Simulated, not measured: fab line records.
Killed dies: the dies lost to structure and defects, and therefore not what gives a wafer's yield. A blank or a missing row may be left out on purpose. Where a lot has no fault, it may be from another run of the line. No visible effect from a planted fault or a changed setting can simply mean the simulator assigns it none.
fab line records -- flow nand_harc -- part 1 of 2: steps 1 to 37 of 54
record: lots: 5, wafers: 15, last_day: 32
route steps=1302 shown P_ZERO_WELL@26 P_STI@69
lots that met no fault: taken from a fault-free run of the same line
start_h: hours from the record's first day to the start of the lot's first wafer shown -- wait_h: time in hours since the lot's previous step -- " identical to the entry in the row above -- L1.1+2: a single row standing in for several wafers -- - no value present, or no start provided -- * or withheld: withheld -- < > ~ a bound
route shown NAME@n: names a module that has steps shown in the file, with the first one's number in the route -- usual: mean/standard deviation of fault-free wafers -- same: alike in all rows -- chamber/n: place in a boat -- sites: per-site readings -- _std_site: standard deviation across them -- _edge_site: mean of outer sites minus mean of inner sites -- radius_mm: how far each site lies from the wafer's centre -- mask NAME#n: copy n -- behind: the last tool/chamber to shape the wafer -- hold: what put the lot on hold/how long, in hours/how the hold closed -- device: which transistor (n, p or np) failed to switch -- end of line: tests run on the same wafers once the route is complete -- step lacking rows: just its recipe -- killed: count of dies lost to structure and defects at first sort (not the wafer's yield) -- map: the dies of a wafer, with x for killed, . for not killed, _ for no die there
set.NAME: setting as actually run; set.NAME@STEP: the setting as run at that earlier step -- model.NAME: the simulator's own value behind a step, which no gauge read
lots at some steps of the route; a table a step, a row a wafer
services: from which hour (start_h, from the record's first day; less than 0 if before it) a tool's chamber was out of use, for how many hours, and why
== steps ==
step: NHARC_P_ZERO_WELL_EXPOSE_21
recipe: na: 0.6, target_cd_nm: 720, dose_mj: 22.31, mask_id: P_NWELL
usual: exposure_dose_mJ_cm2: 22.314/0.02
lot.wafer,tool,chamber,start_h,wait_h,mask,exposure_dose_mJ_cm2
L075.2,krf_scanner-02,0,32.55,-,P_NWELL#0,22.298
L075.5,krf_scanner-02,0,32.55,-,P_NWELL#0,22.294
L075.6,krf_scanner-02,0,32.55,-,P_NWELL#0,22.306
L080.3,krf_scanner-04,0,82.50,-,P_NWELL#0,22.345
L080.4,krf_scanner-04,0,82.50,-,P_NWELL#0,22.315
L080.6,krf_scanner-04,0,82.50,-,P_NWELL#0,22.313
L088.1,krf_scanner-04,0,162.52,-,P_NWELL#0,22.306
L088.2,krf_scanner-04,0,162.52,-,P_NWELL#0,22.313
L088.5,krf_scanner-04,0,162.52,-,P_NWELL#0,22.309
L091.1,krf_scanner-01,0,192.30,-,P_NWELL#0,22.316
L091.4,krf_scanner-01,0,192.30,-,P_NWELL#0,22.297
L091.5,krf_scanner-01,0,192.30,-,P_NWELL#0,22.312
L095.1,krf_scanner-01,0,232.33,-,P_NWELL#0,22.272
L095.2,krf_scanner-01,0,232.33,-,P_NWELL#0,22.300
L095.4,krf_scanner-01,0,232.33,-,P_NWELL#0,22.307
step: NHARC_P_ZERO_WELL_PEB_22
recipe: peb_temp_c: 118, peb_time_s: 85
lot.wafer,tool,chamber,start_h,wait_h
L075.2+5+6,litho_track-03,0,32.61,0.1
L080.3+4+6,litho_track-02,0,82.56,0.1
L088.1+2+5,litho_track-07,0,162.59,0.1
L091.1+4+5,litho_track-03,0,192.36,0.1
L095.1+2+4,litho_track-07,0,232.40,0.1
step: NHARC_P_ZERO_WELL_DEVELOP_23
recipe: time_s: 70
lot.wafer,tool,chamber,start_h,wait_h
L075.2+5+6,litho_track-03,0,-,-
L080.3+4+6,litho_track-02,0,-,-
L088.1+2+5,litho_track-07,0,-,-
L091.1+4+5,litho_track-03,0,-,-
L095.1+2+4,litho_track-07,0,-,-
step: NHARC_P_ZERO_WELL_CD_MEAS_24
recipe: target_cd_nm: 720, landing_energy_ev: 500
usual: cd_nm: 720.2/2
lot.wafer,tool,chamber,start_h,wait_h,cd_nm
L075.2,cd_sem-03,0,32.71,-,720.2
L075.5,cd_sem-03,0,32.71,-,719.2
L075.6,cd_sem-03,0,32.71,-,721.9
L080.3,cd_sem-02,0,82.66,-,721.1
L080.4,cd_sem-02,0,82.66,-,723.2
L080.6,cd_sem-02,0,82.66,-,716.5
L088.1,cd_sem-02,0,162.68,-,719.9
L088.2,cd_sem-02,0,162.68,-,718.2
L088.5,cd_sem-02,0,162.68,-,719.9
L091.1,cd_sem-01,0,192.45,-,721.1
L091.4,cd_sem-01,0,192.45,-,718.3
L091.5,cd_sem-01,0,192.45,-,719.0
L095.1,cd_sem-03,0,232.49,-,721.2
L095.2,cd_sem-03,0,232.49,-,719.9
L095.4,cd_sem-03,0,232.49,-,717.3
step: NHARC_P_ZERO_WELL_HARDBAKE_25
recipe: temp_c: 125, time_s: 80
lot.wafer,tool,chamber,start_h,wait_h
L075.2+5+6,litho_track-02,0,32.79,-
L080.3+4+6,litho_track-02,0,82.74,-
L088.1+2+5,litho_track-02,0,162.76,-
L091.1+4+5,litho_track-07,0,192.53,-
L095.1+2+4,litho_track-03,0,232.57,-
step: NHARC_P_ZERO_WELL_DESCUM_26
recipe: time_s: 3, o2_flow_sccm: 200, ar_flow_sccm: 0, bias_power_w: 0, chemistry: O2
usual: drypump_motor_current_A: 5.9/0.31, oes_product_au: 0.998/0.011, rf_vpp_V: 57.8/0.85, showerhead_plenum_p_Torr: 1.92/0.085, throttle_valve_pct: 11.311/0.0094
lot.wafer,tool,chamber,start_h,wait_h,drypump_motor_current_A,oes_product_au,rf_hours_counter_h,rf_vpp_V,showerhead_plenum_p_Torr,throttle_valve_pct
L075.2,rie_diel-13,3,32.88,-,6.5,0.992,17,58.3,1.98,11.295
L075.5,rie_diel-13,2,32.88,-,6.3,1.008,-,56.8,1.87,11.308
L075.6,rie_diel-13,3,32.88,-,6.5,0.990,-,58.6,1.98,11.295
L080.3,rie_diel-13,0,82.87,-,5.4,0.990,31,56.8,1.90,11.296
L080.6,rie_diel-13,2,82.87,-,6.2,1.008,-,57.5,1.86,11.311
L080.4,rie_diel-13,0,82.87,-,5.4,0.992,-,58.1,1.90,11.302
L088.1,rie_diel-13,2,162.85,-,6.2,1.009,58,58.6,1.85,11.314
L088.2,rie_diel-13,3,162.85,-,6.5,1.004,57,58.1,1.97,11.288
L088.5,rie_diel-13,1,162.85,-,5.6,0.980,-,57.7,1.94,11.312
L091.1,rie_diel-02,2,192.61,-,5.6,1.004,47,57.6,1.82,11.328
L091.4,rie_diel-02,3,192.61,-,5.6,1.007,44,57.8,1.86,11.318
L091.5,rie_diel-02,3,192.61,-,5.6,1.011,-,57.3,1.86,11.321
L095.1,rie_diel-13,3,232.65,-,6.6,0.996,20,57.7,1.96,11.308
L095.2,rie_diel-13,0,232.65,-,5.4,1.011,19,57.4,1.88,11.305
L095.4,rie_diel-13,1,232.65,-,5.6,0.991,18,58.5,1.93,11.293
step: NHARC_P_ZERO_WELL_IMPLANT_27
recipe: energy_kev: 600, dose_cm2: 1e+13, tilt_deg: 7
lot.wafer,tool,chamber,start_h,wait_h
L075.2+5+6,implanter-02,0,33.04,0.2
L080.3+4+6,implanter-01,0,83.09,0.2
L088.1+2+5,implanter-01,0,162.99,0.1
L091.1+4+5,implanter-02,0,192.76,0.1
L095.1+2+4,implanter-02,0,232.79,0.1
step: NHARC_P_ZERO_WELL_IMPLANT_57
recipe: energy_kev: 250, dose_cm2: 4e+12, tilt_deg: 7
lot.wafer,tool,chamber,start_h,wait_h
L075.2+5+6,implanter-02,0,33.22,0.2
L080.3+4+6,implanter-01,0,83.27,0.2
L088.1+2+5,implanter-01,0,163.17,0.1
L091.1+4+5,implanter-02,0,192.94,0.1
L095.1+2+4,implanter-02,0,232.97,0.1
step: NHARC_P_ZERO_WELL_IMPLANT_58
recipe: energy_kev: 100, dose_cm2: 2e+12, tilt_deg: 7
lot.wafer,tool,chamber,start_h,wait_h
L075.2+5+6,implanter-02,0,33.40,0.2
L080.3+4+6,implanter-01,0,83.45,0.1
L088.1+2+5,implanter-01,0,163.35,0.1
L091.1+4+5,implanter-02,0,193.12,0.2
L095.1+2+4,implanter-02,0,233.15,0.2
step: NHARC_P_ZERO_WELL_STRIP_28
recipe: time_s: 840, temp_c: 130, chemistry: SPM
lot.wafer,tool,chamber,start_h,wait_h
L075.2+5+6,wet_bench-02,"2,3,5",33.59,0.2
L080.4+3+6,wet_bench-02,"7,2,4",83.60,0.1
L088.1+2+5,wet_bench-02,"7,1,2",163.58,0.2
L091.1+4+5,wet_bench-02,"4,7,0",193.34,0.2
L095.2+1+4,wet_bench-01,"0,3,4",233.37,0.2
step: NHARC_P_ZERO_WELL_DEHYDRATE_29
recipe: temp_c: 150, time_s: 120
lot.wafer,tool,chamber,start_h,wait_h
L075.2+5+6,litho_track-03,0,33.92,-
L080.3+4+6,litho_track-03,0,83.94,-
L088.1+2+5,litho_track-03,0,163.89,-
L091.1+4+5,litho_track-03,0,193.67,-
L095.1+2+4,litho_track-03,0,233.70,-
step: NHARC_P_ZERO_WELL_HMDS_30
recipe: time_s: 30
lot.wafer,tool,chamber,start_h,wait_h
L075.2+5+6,litho_track-03,0,-,-
L080.3+4+6,litho_track-03,0,-,-
L088.1+2+5,litho_track-03,0,-,-
L091.1+4+5,litho_track-03,0,-,-
L095.1+2+4,litho_track-03,0,-,-
step: NHARC_P_ZERO_WELL_COAT_31
recipe: spin_rpm: withheld
lot.wafer,tool,chamber,start_h,wait_h
L075.2+5+6,litho_track-03,0,-,-
L080.3+4+6,litho_track-03,0,-,-
L088.1+2+5,litho_track-03,0,-,-
L091.1+4+5,litho_track-03,0,-,-
L095.1+2+4,litho_track-03,0,-,-
step: NHARC_P_ZERO_WELL_SOFTBAKE_32
recipe: temp_c: 122, time_s: 95
lot.wafer,tool,chamber,start_h,wait_h
L075.2+5+6,litho_track-03,0,-,-
L080.3+4+6,litho_track-03,0,-,-
L088.1+2+5,litho_track-03,0,-,-
L091.1+4+5,litho_track-03,0,-,-
L095.1+2+4,litho_track-03,0,-,-
step: NHARC_P_ZERO_WELL_EBR_33
lot.wafer,tool,chamber,start_h,wait_h
L075.2+5+6,litho_track-03,0,-,-
L080.3+4+6,litho_track-03,0,-,-
L088.1+2+5,litho_track-03,0,-,-
L091.1+4+5,litho_track-03,0,-,-
L095.1+2+4,litho_track-03,0,-,-
step: NHARC_P_ZERO_WELL_EXPOSE_34
recipe: na: 0.6, target_cd_nm: 720, dose_mj: 22.31, mask_id: P_PWELL
usual: exposure_dose_mJ_cm2: 22.308/0.024
lot.wafer,tool,chamber,start_h,wait_h,mask,exposure_dose_mJ_cm2
L075.2,krf_scanner-04,0,34.07,-,P_PWELL#0,22.341
L075.5,krf_scanner-04,0,34.07,-,P_PWELL#0,22.300
L075.6,krf_scanner-04,0,34.07,-,P_PWELL#0,22.312
L080.3,krf_scanner-01,0,84.22,-,P_PWELL#0,22.314
L080.4,krf_scanner-01,0,84.22,-,P_PWELL#0,22.312
L080.6,krf_scanner-01,0,84.22,-,P_PWELL#0,22.295
L088.1,krf_scanner-02,0,164.16,-,P_PWELL#0,22.283
L088.2,krf_scanner-02,0,164.16,-,P_PWELL#0,22.347
L088.5,krf_scanner-02,0,164.16,-,P_PWELL#0,22.317
L091.1,krf_scanner-01,0,193.81,-,P_PWELL#0,22.293
L091.4,krf_scanner-01,0,193.81,-,P_PWELL#0,22.302
L091.5,krf_scanner-01,0,193.81,-,P_PWELL#0,22.294
L095.1,krf_scanner-01,0,233.97,-,P_PWELL#0,22.298
L095.2,krf_scanner-01,0,233.97,-,P_PWELL#0,22.316
L095.4,krf_scanner-01,0,233.97,-,P_PWELL#0,22.327
step: NHARC_P_ZERO_WELL_PEB_35
recipe: peb_temp_c: 118, peb_time_s: 85
lot.wafer,tool,chamber,start_h,wait_h
L075.2+5+6,litho_track-03,0,34.13,0.1
L080.3+4+6,litho_track-07,0,84.28,0.1
L088.1+2+5,litho_track-07,0,164.23,0.1
L091.1+4+5,litho_track-07,0,193.88,0.1
L095.1+2+4,litho_track-02,0,234.04,0.1
step: NHARC_P_ZERO_WELL_DEVELOP_36
recipe: time_s: 70
lot.wafer,tool,chamber,start_h,wait_h
L075.2+5+6,litho_track-03,0,-,-
L080.3+4+6,litho_track-07,0,-,-
L088.1+2+5,litho_track-07,0,-,-
L091.1+4+5,litho_track-07,0,-,-
L095.1+2+4,litho_track-02,0,-,-
step: NHARC_P_ZERO_WELL_CD_MEAS_37
recipe: target_cd_nm: 720, landing_energy_ev: 500
usual: cd_nm: 720.4/2.3
lot.wafer,tool,chamber,start_h,wait_h,cd_nm
L075.2,cd_sem-01,0,34.22,-,719.7
L075.5,cd_sem-01,0,34.22,-,715.9
L075.6,cd_sem-01,0,34.22,-,723.9
L080.3,cd_sem-03,0,84.37,-,718.7
L080.4,cd_sem-03,0,84.37,-,719.2
L080.6,cd_sem-03,0,84.37,-,719.3
L088.1,cd_sem-03,0,164.32,-,721.1
L088.2,cd_sem-03,0,164.32,-,724.0
L088.5,cd_sem-03,0,164.32,-,720.2
L091.1,cd_sem-02,0,193.97,-,720.3
L091.4,cd_sem-02,0,193.97,-,718.5
L091.5,cd_sem-02,0,193.97,-,723.2
L095.1,cd_sem-02,0,234.13,-,716.6
L095.2,cd_sem-02,0,234.13,-,722.2
L095.4,cd_sem-02,0,234.13,-,719.9
step: NHARC_P_ZERO_WELL_HARDBAKE_38
recipe: temp_c: 125, time_s: 80
lot.wafer,tool,chamber,start_h,wait_h
L075.2+5+6,litho_track-03,0,34.30,-
L080.3+4+6,litho_track-02,0,84.45,-
L088.1+2+5,litho_track-07,0,164.40,-
L091.1+4+5,litho_track-07,0,194.05,-
L095.1+2+4,litho_track-07,0,234.21,-
step: NHARC_P_ZERO_WELL_DESCUM_39
recipe: time_s: 3, o2_flow_sccm: 200, ar_flow_sccm: 0, bias_power_w: 0, chemistry: O2
usual: drypump_motor_current_A: 5.86/0.28, oes_product_au: 0.998/0.011, rf_vpp_V: 57.9/0.97, showerhead_plenum_p_Torr: 1.92/0.092, throttle_valve_pct: 11.310/0.0089
lot.wafer,tool,chamber,start_h,wait_h,drypump_motor_current_A,oes_product_au,rf_hours_counter_h,rf_vpp_V,showerhead_plenum_p_Torr,throttle_valve_pct
L075.2,rie_diel-03,1,34.39,-,5.92,0.986,16,57.1,2.07,11.316
L075.5,rie_diel-03,0,34.39,-,5.98,1.013,-,58.9,1.93,11.307
L075.6,rie_diel-03,1,34.39,-,5.92,0.985,-,59.7,2.07,11.311
L080.4,rie_diel-02,2,84.54,-,5.63,0.992,12,58.2,1.83,11.309
L080.3,rie_diel-02,3,84.54,-,5.68,1.007,11,57.3,1.87,11.310
L080.6,rie_diel-02,2,84.54,-,5.62,0.994,-,57.6,1.83,11.305
L088.1,rie_diel-13,2,164.83,-,6.26,1.013,59,57.0,1.85,11.304
L088.2,rie_diel-13,0,164.83,-,5.36,0.977,57,58.9,1.89,11.332
L088.5,rie_diel-13,2,164.83,-,6.20,1.006,-,57.7,1.85,11.303
L091.4,rie_diel-02,3,194.14,-,5.66,1.020,44,57.0,1.86,11.306
L091.1,rie_diel-02,2,194.14,-,5.56,1.009,48,57.5,1.82,11.304
L091.5,rie_diel-02,0,194.14,-,5.64,0.993,-,57.6,1.85,11.306
L095.1,rie_diel-02,1,234.29,-,6.07,1.006,2,58.4,2.06,11.321
L095.2,rie_diel-02,2,234.29,-,5.59,0.997,2,56.0,1.81,11.316
L095.4,rie_diel-02,2,234.29,-,5.58,1.008,-,57.4,1.81,11.307
step: NHARC_P_ZERO_WELL_IMPLANT_40
recipe: energy_kev: 300, dose_cm2: 1e+13, tilt_deg: 7
lot.wafer,tool,chamber,start_h,wait_h
L075.2+5+6,implanter-01,0,34.55,0.2
L080.3+4+6,implanter-02,0,84.74,0.2
L088.1+2+5,implanter-02,0,164.96,0.1
L091.1+4+5,implanter-01,0,194.29,0.1
L095.1+2+4,implanter-02,0,234.46,0.2
step: NHARC_P_ZERO_WELL_IMPLANT_59
recipe: energy_kev: 120, dose_cm2: 5e+12, tilt_deg: 7
lot.wafer,tool,chamber,start_h,wait_h
L075.2+5+6,implanter-01,0,34.74,0.2
L080.3+4+6,implanter-02,0,84.92,0.1
L088.1+2+5,implanter-02,0,165.14,0.2
L091.1+4+5,implanter-01,0,194.47,0.1
L095.1+2+4,implanter-02,0,234.64,0.2
step: NHARC_P_ZERO_WELL_IMPLANT_60
recipe: energy_kev: 30, dose_cm2: 2e+12, tilt_deg: 7
lot.wafer,tool,chamber,start_h,wait_h
L075.2+5+6,implanter-01,0,34.92,0.2
L080.3+4+6,implanter-02,0,85.10,0.1
L088.1+2+5,implanter-02,0,165.32,0.1
L091.1+4+5,implanter-01,0,194.65,0.2
L095.1+2+4,implanter-02,0,234.83,0.2
step: NHARC_P_ZERO_WELL_STRIP_41
recipe: time_s: 840, temp_c: 130, chemistry: SPM
lot.wafer,tool,chamber,start_h,wait_h
L075.2+6+5,wet_bench-01,"5,7,1",35.11,0.2
L080.4+3+6,wet_bench-02,"5,7,0",85.26,0.1
L088.1+5+2,wet_bench-01,"7,2,3",165.56,0.2
L091.1+4+5,wet_bench-02,"5,0,1",194.86,0.2
L095.4+1+2,wet_bench-02,"3,5,6",235.04,0.1
step: NHARC_P_ZERO_WELL_DEHYDRATE_44
recipe: temp_c: 150, time_s: 120
lot.wafer,tool,chamber,start_h,wait_h
L075.2+5+6,litho_track-07,0,35.44,-
L080.3+4+6,litho_track-03,0,85.58,-
L088.1+2+5,litho_track-03,0,165.89,-
L091.1+4+5,litho_track-03,0,195.20,-
L095.1+2+4,litho_track-03,0,235.37,-
step: NHARC_P_ZERO_WELL_HMDS_45
recipe: time_s: 30
lot.wafer,tool,chamber,start_h,wait_h
L075.2+5+6,litho_track-07,0,-,-
L080.3+4+6,litho_track-03,0,-,-
L088.1+2+5,litho_track-03,0,-,-
L091.1+4+5,litho_track-03,0,-,-
L095.1+2+4,litho_track-03,0,-,-
step: NHARC_P_ZERO_WELL_COAT_46
recipe: spin_rpm: withheld
lot.wafer,tool,chamber,start_h,wait_h
L075.2+5+6,litho_track-07,0,-,-
L080.3+4+6,litho_track-03,0,-,-
L088.1+2+5,litho_track-03,0,-,-
L091.1+4+5,litho_track-03,0,-,-
L095.1+2+4,litho_track-03,0,-,-
step: NHARC_P_ZERO_WELL_SOFTBAKE_47
recipe: temp_c: 122, time_s: 95
lot.wafer,tool,chamber,start_h,wait_h
L075.2+5+6,litho_track-07,0,-,-
L080.3+4+6,litho_track-03,0,-,-
L088.1+2+5,litho_track-03,0,-,-
L091.1+4+5,litho_track-03,0,-,-
L095.1+2+4,litho_track-03,0,-,-
step: NHARC_P_ZERO_WELL_EBR_48
lot.wafer,tool,chamber,start_h,wait_h
L075.2+5+6,litho_track-07,0,-,-
L080.3+4+6,litho_track-03,0,-,-
L088.1+2+5,litho_track-03,0,-,-
L091.1+4+5,litho_track-03,0,-,-
L095.1+2+4,litho_track-03,0,-,-
step: NHARC_P_ZERO_WELL_EXPOSE_49
recipe: na: 0.6, target_cd_nm: 2000, dose_mj: 22.64, mask_id: P_HVPW
usual: exposure_dose_mJ_cm2: 22.643/0.024
lot.wafer,tool,chamber,start_h,wait_h,mask,exposure_dose_mJ_cm2
L075.2,krf_scanner-01,0,35.71,-,P_HVPW#0,22.637
L075.5,krf_scanner-01,0,35.71,-,P_HVPW#0,22.629
L075.6,krf_scanner-01,0,35.71,-,P_HVPW#0,22.652
L080.3,krf_scanner-04,0,85.73,-,P_HVPW#0,22.651
L080.4,krf_scanner-04,0,85.73,-,P_HVPW#0,22.642
L080.6,krf_scanner-04,0,85.73,-,P_HVPW#0,22.638
L088.1,krf_scanner-01,0,166.16,-,P_HVPW#0,22.688
L088.2,krf_scanner-01,0,166.16,-,P_HVPW#0,22.623
L088.5,krf_scanner-01,0,166.16,-,P_HVPW#0,22.661
L091.1,krf_scanner-01,0,195.34,-,P_HVPW#0,22.599
L091.4,krf_scanner-01,0,195.34,-,P_HVPW#0,22.644
L091.5,krf_scanner-01,0,195.34,-,P_HVPW#0,22.617
L095.1,krf_scanner-02,0,235.52,-,P_HVPW#0,22.643
L095.2,krf_scanner-02,0,235.52,-,P_HVPW#0,22.641
L095.4,krf_scanner-02,0,235.52,-,P_HVPW#0,22.661
step: NHARC_P_ZERO_WELL_PEB_50
recipe: peb_temp_c: 118, peb_time_s: 85
lot.wafer,tool,chamber,start_h,wait_h
L075.2+5+6,litho_track-02,0,35.77,0.1
L080.3+4+6,litho_track-07,0,85.79,0.1
L088.1+2+5,litho_track-02,0,166.22,0.1
L091.1+4+5,litho_track-07,0,195.41,0.1
L095.1+2+4,litho_track-02,0,235.58,0.1
step: NHARC_P_ZERO_WELL_DEVELOP_51
recipe: time_s: 70
lot.wafer,tool,chamber,start_h,wait_h
L075.2+5+6,litho_track-02,0,-,-
L080.3+4+6,litho_track-07,0,-,-
L088.1+2+5,litho_track-02,0,-,-
L091.1+4+5,litho_track-07,0,-,-
L095.1+2+4,litho_track-02,0,-,-
step: NHARC_P_ZERO_WELL_CD_MEAS_52
recipe: target_cd_nm: 2000, landing_energy_ev: 500
usual: cd_nm: 2000.7/2.5
lot.wafer,tool,chamber,start_h,wait_h,cd_nm
L075.2,cd_sem-02,0,35.86,-,2002.7
L075.5,cd_sem-02,0,35.86,-,2005.3
L075.6,cd_sem-02,0,35.86,-,2001.1
L080.3,cd_sem-02,0,85.89,-,1999.0
L080.4,cd_sem-02,0,85.89,-,1995.0
L080.6,cd_sem-02,0,85.89,-,1996.7
L088.1,cd_sem-03,0,166.31,-,2002.8
L088.2,cd_sem-03,0,166.31,-,2003.6
L088.5,cd_sem-03,0,166.31,-,2002.5
L091.1,cd_sem-03,0,195.50,-,1996.9
L091.4,cd_sem-03,0,195.50,-,1997.8
L091.5,cd_sem-03,0,195.50,-,2003.2
L095.1,cd_sem-01,0,235.67,-,2001.1
L095.2,cd_sem-01,0,235.67,-,1999.4
L095.4,cd_sem-01,0,235.67,-,2002.3
step: NHARC_P_ZERO_WELL_HARDBAKE_53
recipe: temp_c: 125, time_s: 80
lot.wafer,tool,chamber,start_h,wait_h
L075.2+5+6,litho_track-03,0,35.94,-
L080.3+4+6,litho_track-02,0,85.97,-
L088.1+2+5,litho_track-03,0,166.39,-
L091.1+4+5,litho_track-02,0,195.58,-
L095.1+2+4,litho_track-03,0,235.75,-
step: NHARC_P_ZERO_WELL_DESCUM_54
recipe: time_s: 3, o2_flow_sccm: 200, ar_flow_sccm: 0, bias_power_w: 0, chemistry: O2
usual: drypump_motor_current_A: 5.8/0.31, oes_product_au: 0.998/0.011, rf_vpp_V: 57.7/0.89, showerhead_plenum_p_Torr: 1.92/0.089, throttle_valve_pct: 11.310/0.0093
lot.wafer,tool,chamber,start_h,wait_h,drypump_motor_current_A,oes_product_au,rf_hours_counter_h,rf_vpp_V,showerhead_plenum_p_Torr,throttle_valve_pct
L075.2,rie_diel-02,0,36.04,-,5.6,0.994,47,57.6,1.86,11.309
L075.5,rie_diel-02,3,36.04,-,5.7,0.999,-,57.9,1.88,11.315
L075.6,rie_diel-02,0,36.04,-,5.6,1.010,-,58.6,1.86,11.311
L080.3,rie_diel-13,0,86.07,-,5.4,0.993,32,58.8,1.90,11.317
L080.6,rie_diel-13,1,86.07,-,5.6,0.983,-,59.2,1.94,11.303
L080.4,rie_diel-13,2,86.07,-,6.2,1.007,-,57.5,1.86,11.299
L088.1,rie_diel-02,2,166.61,-,5.6,1.008,36,56.3,1.82,11.316
L088.2,rie_diel-02,0,166.61,-,5.6,1.006,38,57.1,1.85,11.319
L088.5,rie_diel-02,2,166.61,-,5.6,0.993,-,56.8,1.82,11.297
L091.1,rie_diel-03,3,195.66,-,5.8,1.017,11,58.2,1.99,11.307
L091.5,rie_diel-03,3,195.66,-,5.8,1.014,-,56.9,1.99,11.319
L091.4,rie_diel-03,1,195.66,-,5.9,1.009,-,58.5,2.05,11.310
L095.2,rie_diel-02,2,235.83,-,5.6,0.989,2,58.5,1.81,11.301
L095.1,rie_diel-02,1,235.83,-,6.1,1.007,2,58.2,2.06,11.309
L095.4,rie_diel-02,0,235.83,-,5.6,0.981,-,57.2,1.84,11.309
step: NHARC_P_ZERO_WELL_IMPLANT_55
recipe: energy_kev: 180, dose_cm2: 8e+11, tilt_deg: 7
lot.wafer,tool,chamber,start_h,wait_h
L075.2+5+6,implanter-02,0,36.22,0.2
L080.3+4+6,implanter-01,0,86.27,0.2
L088.1+2+5,implanter-01,0,166.74,0.1
L091.1+4+5,implanter-02,0,195.83,0.2
L095.1+2+4,implanter-02,0,236.00,0.1
